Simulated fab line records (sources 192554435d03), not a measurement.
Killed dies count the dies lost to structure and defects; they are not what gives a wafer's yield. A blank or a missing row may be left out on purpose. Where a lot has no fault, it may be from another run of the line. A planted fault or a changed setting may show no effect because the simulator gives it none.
Comparing a struck lot with a sound one :: flow n5_finfet :: 30 steps out of a route of 1938
Sound: the wafers L157.2, L157.5, L157.6. Struck: wafer L166.1. (L166.3, L166.4 of the same lot were not struck and are left out.) The cause comes at the end.
Each step with rows lists, per side, the tool, then ch with its chambers, then its first start. Under that, the readings that differ: sound wafers :: struck wafers :: difference of the means :: sigmas: that difference in standard deviations of wafers without a fault.
alike: readings whose means differ by less than 2 such deviations, and words and numbers that are the same on both sides. not compared: withheld readings, readings that some wafer has no value for, bounds like >300 that may hide the same value, and numbers for which the record gives no deviation and whose values overlap.
A row with sigmas, a row that says differs or no value, or rows on one side alone: a step with any of these is where the two part. Non-overlapping numbers with no deviation appear without sigmas and do not part them. A reading that every wafer of one side lacks parts them only if that side has two wafers or more.

first, 9 steps without rows for these wafers: N5_BEOL_M2_COAT_62 (time 60 s, resist thk 12 nm); N5_BEOL_M2_COAT_73 (time 60 s, resist thk 5 nm); N5_BEOL_M2_COAT_05 (resist thk 30 nm); N5_BEOL_M2_EBR_07; N5_BEOL_M2_SOFTBAKE_06 (time 60 s); N5_BEOL_M2_EXPOSE_08 (exposes mask M2); N5_BEOL_M2_PEB_09 (peb time 60 s); N5_BEOL_M2_DEVELOP_10 (develop time 30 s); N5_BEOL_M2_DESCUM_16 (chemistry O2, time 7 s).
N5_BEOL_M2_ETCH_74: etches underlayer in N2/H2, target depth 6.5 nm, time 5.2 s.
  sound on rie_diel-06 ch 2,3, day 6 19:38; struck on rie_diel-06 ch 0, day 9 00:38
reading: drypump_motor_current_A (A)
sound: 5.6 5.6 5.1
struck: 6.5
difference: +1.1
sigmas: +2

reading: etch_rf_on_time_s (s)
sound: 5.00 5.02 5.04
struck: 5.31
difference: +0.29
sigmas: +2

reading: oes_product_au (a.u.)
sound: 0.79 0.80 0.82
struck: 0.57
difference: -0.23
sigmas: -3

reading: throttle_valve_pct (%)
sound: 17.41 17.44 17.67
struck: 18.22
difference: +0.71
sigmas: +3
  alike: rf_vpp_V, showerhead_plenum_p_Torr
  not compared: rf_hours_counter_h
then, 16 steps without rows for these wafers: N5_BEOL_M2_ETCH_63 (etches SiARC in CF4, target depth 15.6 nm, time 26 s); N5_BEOL_M2_ETCH_64 (etches SOC in N2/H2, target depth 75 nm, overetch 22.5 nm, time 121.9 s); N5_BEOL_M2_STRIP_65 (strips in N2/H2); N5_BEOL_M2_STRIP_75 (strips in N2/H2); N5_BEOL_M2_STRIP_66 (strips in CF4); N5_BEOL_M2_HM_OPEN_17 (chemistry Cl2/BCl3, target TiN, target depth 20 nm, overetch 6 nm); N5_BEOL_M2_STRIP_19 (strips in O2); N5_BEOL_M2_COAT_67 (time 60 s, resist thk 60 nm); N5_BEOL_M2_COAT_68 (time 60 s, resist thk 12 nm); N5_BEOL_M2_COAT_76 (time 60 s, resist thk 5 nm); N5_BEOL_M2_COAT_22 (resist thk 30 nm); N5_BEOL_M2_EBR_24; N5_BEOL_M2_SOFTBAKE_23 (time 60 s); N5_BEOL_M2_EXPOSE_25 (exposes mask V1, defocus 5 nm); N5_BEOL_M2_PEB_26 (peb time 60 s); N5_BEOL_M2_DEVELOP_27 (develop time 30 s).
N5_BEOL_M2_INSPECT_30: inspects for defects (brightfield).
  sound on defect_inspect-01, day 6 20:32; struck on defect_inspect-01, day 9 01:30
reading: raw_defect_count
sound: 356 241 407
struck: 1272
difference: +937
sigmas: +10
then, 1 step without rows for these wafers: N5_BEOL_M2_DESCUM_33 (chemistry O2, time 7 s).
N5_BEOL_M4_RC_MEAS_101:
  sound on prober-01 ch 0, day 8 08:46; struck on prober-01 ch 0, day 10 09:37
  alike: DIBL_N, DIBL_P, IOFF_N, IOFF_P, ION_N, ION_P, SS_N, SS_P, VT_N, VT_P
-- record jumps: 5 days separate the struck wafers' starts on either side; left off in module BEOL_M4, taken up again in module PASSIVATION, whose first shown step is the route's number 1936 --
N5_PASSIVATION_PROBE_49:
  rows exist in the record for the struck wafers here (prober-01, day 15 03:46), but not for the sound ones

== WHERE THEY PART ==
Earliest at N5_BEOL_M2_ETCH_74; latest, in this record, at N5_PASSIVATION_PROBE_49.

WHY: whatever the simulator had introduced
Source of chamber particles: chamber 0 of rie_diel-06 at N5_BEOL_M2_ETCH_74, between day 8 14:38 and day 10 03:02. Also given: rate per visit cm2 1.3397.
